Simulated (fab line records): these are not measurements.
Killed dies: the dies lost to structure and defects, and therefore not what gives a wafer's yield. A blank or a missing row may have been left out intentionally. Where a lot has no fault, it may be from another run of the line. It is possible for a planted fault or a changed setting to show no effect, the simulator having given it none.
Lot-split experiment || flow n5_finfet || route with 1938 steps; 7 lots, 39 wafers read

THE SPLIT ITSELF
At N5_BEOL_M3_ILD_DEP_00 (deposits SiOC from DEMS/O2, target thk 79 nm, time 15.3 s), the setting time_s was moved away from the recipe's 15.3 s on 18 of the 39 wafers read, by -53.1% to +52.9%. All remaining wafers had this setting at the recipe value.

Split to reading: the file shows no intervening step.

THE READING
Values of M3_ILD_THK in nm from N5_BEOL_M3_THK_MEAS_01. Typical for fault-free wafers on this fab line: 79.0 nm, with standard deviation 1.1 nm.

{"wafer": "L087.1", "tool, chamber at the split": "pecvd-01, 0,1", "time_s as run, s": 15.3, "against the recipe": "recipe", "M3_ILD_THK, nm": 78.6, "against lot-mates on the recipe": "-"}
{"wafer": "L087.2", "tool, chamber at the split": "pecvd-01, 1", "time_s as run, s": 10.58, "against the recipe": "-30.8%", "M3_ILD_THK, nm": 54.1, "against lot-mates on the recipe": -24.8}
{"wafer": "L087.3", "tool, chamber at the split": "pecvd-01, 1", "time_s as run, s": 10.58, "against the recipe": "-30.8%", "M3_ILD_THK, nm": 53.5, "against lot-mates on the recipe": -25.4}
{"wafer": "L087.4", "tool, chamber at the split": "pecvd-01, 0", "time_s as run, s": 10.58, "against the recipe": "-30.8%", "M3_ILD_THK, nm": 55.2, "against lot-mates on the recipe": -23.7}
{"wafer": "L087.5", "tool, chamber at the split": "pecvd-01, 0,1", "time_s as run, s": 15.3, "against the recipe": "recipe", "M3_ILD_THK, nm": 78.7, "against lot-mates on the recipe": "-"}
{"wafer": "L087.6", "tool, chamber at the split": "pecvd-01, 0", "time_s as run, s": 15.3, "against the recipe": "recipe", "M3_ILD_THK, nm": 79.4, "against lot-mates on the recipe": "-"}
{"wafer": "L088.1", "tool, chamber at the split": "pecvd-04, 2", "time_s as run, s": 18.55, "against the recipe": "+21.2%", "M3_ILD_THK, nm": 94.0, "against lot-mates on the recipe": "+15.5"}
{"wafer": "L088.2", "tool, chamber at the split": "pecvd-04, 1", "time_s as run, s": 15.3, "against the recipe": "recipe", "M3_ILD_THK, nm": 78.5, "against lot-mates on the recipe": "-"}
{"wafer": "L088.3", "tool, chamber at the split": "pecvd-04, 0", "time_s as run, s": 15.3, "against the recipe": "recipe", "M3_ILD_THK, nm": 77.8, "against lot-mates on the recipe": "-"}
{"wafer": "L088.4", "tool, chamber at the split": "pecvd-04, 0", "time_s as run, s": 18.55, "against the recipe": "+21.2%", "M3_ILD_THK, nm": 95.8, "against lot-mates on the recipe": "+17.3"}
{"wafer": "L088.5", "tool, chamber at the split": "pecvd-04, 2", "time_s as run, s": 15.3, "against the recipe": "recipe", "M3_ILD_THK, nm": 79.3, "against lot-mates on the recipe": "-"}
{"wafer": "L088.6", "tool, chamber at the split": "pecvd-04, 1", "time_s as run, s": 18.55, "against the recipe": "+21.2%", "M3_ILD_THK, nm": 96.3, "against lot-mates on the recipe": "+17.8"}
{"wafer": "L092.1", "tool, chamber at the split": "pecvd-04, 1", "time_s as run, s": 7.174, "against the recipe": "-53.1%", "M3_ILD_THK, nm": 36.8, "against lot-mates on the recipe": -42.9}
{"wafer": "L092.2", "tool, chamber at the split": "pecvd-04, 0", "time_s as run, s": 7.174, "against the recipe": "-53.1%", "M3_ILD_THK, nm": 37.7, "against lot-mates on the recipe": -42.0}
{"wafer": "L092.3", "tool, chamber at the split": "pecvd-04, 2", "time_s as run, s": 7.174, "against the recipe": "-53.1%", "M3_ILD_THK, nm": 37.0, "against lot-mates on the recipe": -42.7}
{"wafer": "L092.4", "tool, chamber at the split": "pecvd-04, 0", "time_s as run, s": 15.3, "against the recipe": "recipe", "M3_ILD_THK, nm": 79.7, "against lot-mates on the recipe": "-"}
{"wafer": "L092.5", "tool, chamber at the split": "pecvd-04, 2", "time_s as run, s": 15.3, "against the recipe": "recipe", "M3_ILD_THK, nm": 79.3, "against lot-mates on the recipe": "-"}
{"wafer": "L092.6", "tool, chamber at the split": "pecvd-04, 1", "time_s as run, s": 15.3, "against the recipe": "recipe", "M3_ILD_THK, nm": 80.0, "against lot-mates on the recipe": "-"}
{"wafer": "L093.1", "tool, chamber at the split": "pecvd-03, 2", "time_s as run, s": 15.3, "against the recipe": "recipe", "M3_ILD_THK, nm": 77.9, "against lot-mates on the recipe": "-"}
{"wafer": "L093.2", "tool, chamber at the split": "pecvd-03, 1", "time_s as run, s": 15.3, "against the recipe": "recipe", "M3_ILD_THK, nm": 79.0, "against lot-mates on the recipe": "-"}
{"wafer": "L093.3", "tool, chamber at the split": "pecvd-03, 0", "time_s as run, s": 11.15, "against the recipe": "-27.1%", "M3_ILD_THK, nm": 58.3, "against lot-mates on the recipe": -20.8}
{"wafer": "L093.4", "tool, chamber at the split": "pecvd-03, 2", "time_s as run, s": 11.15, "against the recipe": "-27.1%", "M3_ILD_THK, nm": 58.2, "against lot-mates on the recipe": -20.9}
{"wafer": "L093.5", "tool, chamber at the split": "pecvd-03, 1", "time_s as run, s": 15.3, "against the recipe": "recipe", "M3_ILD_THK, nm": 80.5, "against lot-mates on the recipe": "-"}
{"wafer": "L093.6", "tool, chamber at the split": "pecvd-03, 0", "time_s as run, s": 11.15, "against the recipe": "-27.1%", "M3_ILD_THK, nm": 59.8, "against lot-mates on the recipe": -19.3}
{"wafer": "L094.1", "tool, chamber at the split": "pecvd-04, 2", "time_s as run, s": 15.3, "against the recipe": "recipe", "M3_ILD_THK, nm": 77.7, "against lot-mates on the recipe": "-"}
{"wafer": "L094.5", "tool, chamber at the split": "pecvd-04, 2", "time_s as run, s": 15.3, "against the recipe": "recipe", "M3_ILD_THK, nm": 78.4, "against lot-mates on the recipe": "-"}
{"wafer": "L094.6", "tool, chamber at the split": "pecvd-04, 1", "time_s as run, s": 15.3, "against the recipe": "recipe", "M3_ILD_THK, nm": 79.9, "against lot-mates on the recipe": "-"}
{"wafer": "L096.1", "tool, chamber at the split": "pecvd-03, 2", "time_s as run, s": 15.3, "against the recipe": "recipe", "M3_ILD_THK, nm": 76.2, "against lot-mates on the recipe": "-"}
{"wafer": "L096.2", "tool, chamber at the split": "pecvd-03, 1", "time_s as run, s": 19.03, "against the recipe": "+24.4%", "M3_ILD_THK, nm": 95.4, "against lot-mates on the recipe": "+18.0"}
{"wafer": "L096.3", "tool, chamber at the split": "pecvd-03, 1", "time_s as run, s": 19.03, "against the recipe": "+24.4%", "M3_ILD_THK, nm": 97.8, "against lot-mates on the recipe": "+20.4"}
{"wafer": "L096.4", "tool, chamber at the split": "pecvd-03, 2", "time_s as run, s": 15.3, "against the recipe": "recipe", "M3_ILD_THK, nm": 77.8, "against lot-mates on the recipe": "-"}
{"wafer": "L096.5", "tool, chamber at the split": "pecvd-03, 1", "time_s as run, s": 15.3, "against the recipe": "recipe", "M3_ILD_THK, nm": 78.3, "against lot-mates on the recipe": "-"}
{"wafer": "L096.6", "tool, chamber at the split": "pecvd-03, 2", "time_s as run, s": 19.03, "against the recipe": "+24.4%", "M3_ILD_THK, nm": 96.1, "against lot-mates on the recipe": "+18.7"}
{"wafer": "L097.1", "tool, chamber at the split": "pecvd-03, 1", "time_s as run, s": 23.4, "against the recipe": "+52.9%", "M3_ILD_THK, nm": 119.8, "against lot-mates on the recipe": "+40.2"}
{"wafer": "L097.2", "tool, chamber at the split": "pecvd-03, 2", "time_s as run, s": 15.3, "against the recipe": "recipe", "M3_ILD_THK, nm": 78.6, "against lot-mates on the recipe": "-"}
{"wafer": "L097.3", "tool, chamber at the split": "pecvd-03, 2", "time_s as run, s": 23.4, "against the recipe": "+52.9%", "M3_ILD_THK, nm": 120.1, "against lot-mates on the recipe": "+40.5"}
{"wafer": "L097.4", "tool, chamber at the split": "pecvd-03, 1", "time_s as run, s": 15.3, "against the recipe": "recipe", "M3_ILD_THK, nm": 80.0, "against lot-mates on the recipe": "-"}
{"wafer": "L097.5", "tool, chamber at the split": "pecvd-03, 1", "time_s as run, s": 15.3, "against the recipe": "recipe", "M3_ILD_THK, nm": 80.1, "against lot-mates on the recipe": "-"}
{"wafer": "L097.6", "tool, chamber at the split": "pecvd-03, 2", "time_s as run, s": 23.4, "against the recipe": "+52.9%", "M3_ILD_THK, nm": 120.2, "against lot-mates on the recipe": "+40.6"}
When a row names more than one chamber, that row covers several wafers, and the file does not tell which wafer ran in which chamber.

FIT RESULTS
A straight line over all 39 wafers: M3_ILD_THK changes by +0.775 nm for each +1% of time_s; r = +1.00; the points scatter about the line by 1.1 nm.
The same after taking each lot's own level away (the mean of its wafers on the recipe; 39 wafers): +0.782 nm for each +1%; r = +1.00; scatter 0.89 nm.
That fit puts the effect of the largest move of time_s on the reading at 42 nm.
The span of the lots' own levels, 77.43 to 79.67 nm, comes to 2.0 times the standard deviation stated above.
Consequently the slope shifts little with the lot-to-lot level, the two slopes agreeing.
Check: with one of the wafers moved furthest among these (-53.1%) left out of the fit, the line predicts -41.4 nm for it against its lot-mates. It came out at -42.9 nm against them.

OTHER SPLITS APPLIED TO THESE WAFERS
Note: prior to the reading, these wafers also went through further splits. Each is held against what the fit with the lots' levels taken away leaves over:
{"other split on the same wafers": "N5_MOL_CONTACT_COAG_PECVD_31 time_s", "wafers away from the commonest value": 9, "r with M3_ILD_THK (lot level and that fit taken away)": "+0.19"}

THE WHOLE CHAIN: every reading that the file lists as answering this split, in the file's order
{"step": "N5_BEOL_M3_ILD_DEP_00", "what it does": "deposits SiOC from DEMS/O2, target thk 79 nm, time 15.3 s", "reading": "SiOC_of_BEOL_M3_ILD_DEP_00.thk_nm (the simulator's own value, which no gauge read)", "change (the file's fit)": "+0.783 nm for each +1% of the setting", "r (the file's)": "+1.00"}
{"step": "N5_BEOL_M3_THK_MEAS_01", "what it does": "", "reading": "M3_ILD_THK", "change (the file's fit)": "+0.782 for each +1% of the setting", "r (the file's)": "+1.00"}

FILE'S OWN FIT
M3_ILD_THK changes by +0.782 nm for each +1% of time_s, r = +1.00.
